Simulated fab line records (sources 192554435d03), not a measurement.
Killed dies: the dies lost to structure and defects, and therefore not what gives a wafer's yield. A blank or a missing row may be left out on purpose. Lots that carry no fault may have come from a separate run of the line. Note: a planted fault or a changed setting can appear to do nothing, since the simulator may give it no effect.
Lot-split experiment    flow n5_finfet    39 wafers read from 7 lots, route of 1938 steps

SPLIT DETAILS
At N5_SD_EPI_N_DESCUM_14 (chemistry O2, time 7.9 s), the setting time_s was moved away from the recipe's 7.9 s on 18 of the 39 wafers read, by -57.8% to +44.2%. The other wafers ran this setting at the recipe's value.

The reading comes from the split's own step.

THE READING
CAR-ArF-block_of_SD_EPI_N_COAT_03.thk_nm (the simulator's own value, which no gauge read), in nm, at N5_SD_EPI_N_DESCUM_14 (chemistry O2, time 7.9 s). The file does not state a usual value for it. Average 143.5 nm, standard deviation 0.36 nm, over the 21 wafers here run with the recipe.

wafer   tool, chamber at the split  time_s as run, s  against the recipe  CAR-ArF-block_of_SD_EPI_N_COAT_03.thk_nm, nm  against lot-mates on the recipe
L076.1  rie_diel-03, 3,2            10.84             +37.2%              141                                           -2.3
L076.2  rie_diel-03, 3,2            10.84             +37.2%              141                                           -2.3
L076.3  rie_diel-03, 0              10.84             +37.2%              141.2                                         -2.1
L076.4  rie_diel-03, 2,0            7.9               recipe              143.4                                         -
L076.6  rie_diel-03, 2,0            7.9               recipe              143.4                                         -
L076.5  rie_diel-03, 3              7.9               recipe              143                                           -
L081.1  rie_diel-06, 1,0            7.9               recipe              143.4                                         -
L081.3  rie_diel-06, 1,0            7.9               recipe              143.4                                         -
L081.2  rie_diel-06, 3              3.334             -57.8%              146.6                                         +3.1
L081.4  rie_diel-06, 2              3.334             -57.8%              146.8                                         +3.3
L081.5  rie_diel-06, 2              7.9               recipe              143.6                                         -
L081.6  rie_diel-06, 3              3.334             -57.8%              146.2                                         +2.7
L082.1  rie_diel-01, 2              9.729             +23.2%              142.6                                         -1.3
L082.2  rie_diel-01, 0              9.729             +23.2%              142.8                                         -1.1
L082.3  rie_diel-01, 1              7.9               recipe              144                                           -
L082.5  rie_diel-01, 1              7.9               recipe              144                                           -
L082.4  rie_diel-01, 3              7.9               recipe              143.8                                         -
L082.6  rie_diel-01, 0              9.729             +23.2%              143.2                                         -0.7
L085.1  rie_diel-06, 3,2            6.443             -18.4%              145                                           +1.1
L085.3  rie_diel-06, 3,2            6.443             -18.4%              145                                           +1.1
L085.2  rie_diel-06, 0              6.443             -18.4%              144.6                                         +0.7
L085.4  rie_diel-06, 1,0            7.9               recipe              144                                           -
L085.6  rie_diel-06, 1,0            7.9               recipe              144                                           -
L085.5  rie_diel-06, 3              7.9               recipe              143.8                                         -
L091.3  rie_diel-01, 0              7.9               recipe              143.2                                         -
L091.5  rie_diel-01, 1              7.9               recipe              143.6                                         -
L091.6  rie_diel-01, 2              7.9               recipe              143                                           -
L094.1  rie_diel-01, 2,3            4.542             -42.5%              145                                           +1.9
L094.3  rie_diel-01, 2,3            4.542             -42.5%              145                                           +1.9
L094.2  rie_diel-01, 1              4.542             -42.5%              145.6                                         +2.5
L094.4  rie_diel-01, 2              7.9               recipe              143                                           -
L094.5  rie_diel-01, 3              7.9               recipe              142.8                                         -
L094.6  rie_diel-01, 1              7.9               recipe              143.4                                         -
L095.1  rie_diel-03, 3              7.9               recipe              143.2                                         -
L095.2  rie_diel-03, 0,3            7.9               recipe              143.4                                         -
L095.6  rie_diel-03, 0,3            7.9               recipe              143.4                                         -
L095.3  rie_diel-03, 2              11.39             +44.2%              141                                           -2.3
L095.4  rie_diel-03, 1              11.39             +44.2%              140.8                                         -2.5
L095.5  rie_diel-03, 2              11.39             +44.2%              141.4                                         -1.9
Rows listing several chambers each stand for several wafers; the file does not say which wafer went through which chamber.

THE FIT
A straight line over all 39 wafers: CAR-ArF-block_of_SD_EPI_N_COAT_03.thk_nm changes by -0.0519 nm for each +1% of time_s; r = -0.96; the points scatter about the line by 0.42 nm.
The same after taking each lot's own level away (the mean of its wafers on the recipe; 39 wafers): -0.0526 nm for each +1%; r = -0.99; scatter 0.22 nm.
On that fit, the largest move of time_s shifts the reading by 3 nm.
Across the lots, their own levels run from 143.07 to 143.93 nm, a range of 2.4 times the standard deviation given above.
So the lot-to-lot level changes the slope little: the two slopes agree.
Check: for one of the wafers moved furthest among these (-57.8%), held out of the fit, the line's prediction against its lot-mates is +3.01 nm. Against them it came out at +3.13 nm.

OTHER SPLITS APPLIED TO THESE WAFERS
Other splits were also applied to these wafers ahead of the reading. Each is held against what the fit with the lots' levels taken away leaves over:
other split on the same wafers                wafers away from the commonest value  r with CAR-ArF-block_of_SD_EPI_N_COAT_03.thk_nm (lot level and that fit taken away)
N5_STI_FIN_REVEAL_ETCHBACK_08 target_depth_a  15                                    -0.25

FILE'S OWN FIT
CAR-ArF-block_of_SD_EPI_N_COAT_03.thk_nm changes by -0.0525 nm for each +1% of time_s, r = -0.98.
